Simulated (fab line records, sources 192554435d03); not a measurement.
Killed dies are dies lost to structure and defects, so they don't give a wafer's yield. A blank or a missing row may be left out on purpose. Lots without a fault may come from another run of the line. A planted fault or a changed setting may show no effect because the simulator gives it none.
A struck lot beside a sound one | flow n5_finfet | 15 steps out of a route of 1938
Sound: wafers L467.4, L467.5, L467.6. Struck: wafers L460.1, L460.4, L460.5. The cause comes at the end.
At each step with rows: each side's tool, then ch and its chambers, then its first start. Under that, the readings that differ: sound wafers | struck wafers | difference of the means | sigmas: that difference in standard deviations of wafers without a fault.
alike: readings whose means differ by less than 2 such deviations, and words and numbers that are the same on both sides. not compared: withheld readings, readings that some wafer has no value for, bounds like >300 that may hide the same value, and numbers for which the record gives no deviation and whose values overlap.
The two part at a step that has a row with sigmas, a row that says differs or no value, or rows on one side only. Numbers that don't overlap but have no deviation are shown without sigmas and don't part them. A reading that every wafer of one side lacks parts them only if that side has two wafers or more.

first, 2 steps without rows for these wafers: N5_MOL_CONTACT_COAG_STRIP_107 (strips in N2/H2); N5_MOL_CONTACT_COAG_STRIP_108 (strips in N2/H2).
N5_MOL_CONTACT_COAG_CONTACT_ETCH_14: etches SiO2 in C4F6/O2, target depth 27.5 nm, overetch 8.5 nm, time 20 s.
  sound on rie_diel-06 ch 0,2,3, day 7 09:49; struck on rie_diel-03 ch 0,1, day 5 14:32
  alike: O2_flow_sccm, drypump_motor_current_A, oes_ar_750_au, oes_f_703_au, oes_product_au, rf_vpp_V, showerhead_plenum_p_Torr, throttle_valve_pct
  not compared: rf_hours_counter_h
then, 3 steps without rows for these wafers: N5_MOL_CONTACT_COAG_STRIP_109 (strips in C4F6/O2); N5_MOL_CONTACT_COAG_ETCH_15 (etches SiNx in CH3F/O2, stops on Si:P, target depth 7 nm); N5_MOL_CONTACT_COAG_ETCH_110 (etches Si in CF4/O2, target depth 2.5 nm, time 8 s).
N5_MOL_CONTACT_COAG_STRIP_98: strips in N2/H2.
  sound on rie_diel-06 ch 0,2,3, day 7 09:58; struck on rie_diel-03 ch 0,1, day 5 14:41
  alike: bias_power_w, drypump_motor_current_A, oes_product_au, power_w, rf_vpp_V, showerhead_plenum_p_Torr, temp_c, throttle_valve_pct
  not compared: rf_hours_counter_h
N5_MOL_CONTACT_COAG_CD_MEAS_99: target cd 17.2 nm.
  sound on cd_sem-02, day 7 10:02; struck on cd_sem-03, day 5 14:45
  alike: cd_nm
then, 2 steps without rows for these wafers: N5_MOL_CONTACT_COAG_IMPLANT_129; N5_MOL_CONTACT_COAG_PRECLEAN_111 (cleans in NF3:NH3, afs cycles 1, time 20 s, sublimation time 60 s).
N5_MOL_CONTACT_COAG_TI_SIL_19: material Ti, target thk 4.2 nm, time 15 s.
  sound on pvd_sputter-03, day 7 10:32; struck on pvd_sputter-01, day 5 15:58
  alike: substrate_temp_c, throttle_valve_pct
N5_MOL_CONTACT_COAG_ALD_20: deposits TiN, target thk 1.5 nm, pulse time 1 s, purge time 3 s.
  sound on ald_metal-02 ch 0,1,2, day 7 10:40; struck on ald_metal-02 ch 0,3, day 5 16:05
  alike: heater_power_outer_w, heater_power_w, precursor_pulse_height_rel
N5_MOL_CONTACT_COAG_SIL_ANNEAL_21: time 60 s.
  sound on rtp_anneal-02 ch 0, day 7 11:07; struck on rtp_anneal-01, day 5 16:29
  no value came back on the struck wafers for lamp_power_pct (%), lamp_zone_1_pct (%), wafer_temp_C_max; on the sound wafers lamp_power_pct (%) reads 6.52 6.53 6.52
N5_MOL_CONTACT_COAG_PRE_CLEAN_141: time 60 s.
  sound on pvd_sputter-02, day 7 11:22; struck on pvd_sputter-01, day 5 17:04
  alike: heater_power_w
-- the record jumps here: 8 days lie between the struck wafers' starts before and after (it left off in module MOL_CONTACT_COAG and takes up again in module PASSIVATION, whose first step shown is number 1936 of the route) --
N5_PASSIVATION_PROBE_49:
  sound on prober-02, day 15 20:46; struck on prober-01, day 13 11:17
  alike: killed_at_M0_to_M3, killed_at_M4_up, killed_at_contacts, killed_at_front_end, killed_at_other, killed_dies, killed_open, killed_short

WHERE THEY PART
Only at N5_MOL_CONTACT_COAG_SIL_ANNEAL_21, within this record. Later steps at which nothing parts them and some readings are alike: N5_MOL_CONTACT_COAG_PRE_CLEAN_141, N5_PASSIVATION_PROBE_49.

WHY: what the simulator had put in
Skipped step whole: rtp_anneal-01, from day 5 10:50 on, at N5_MOL_CONTACT_COAG_SIL_ANNEAL_21. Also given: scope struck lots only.
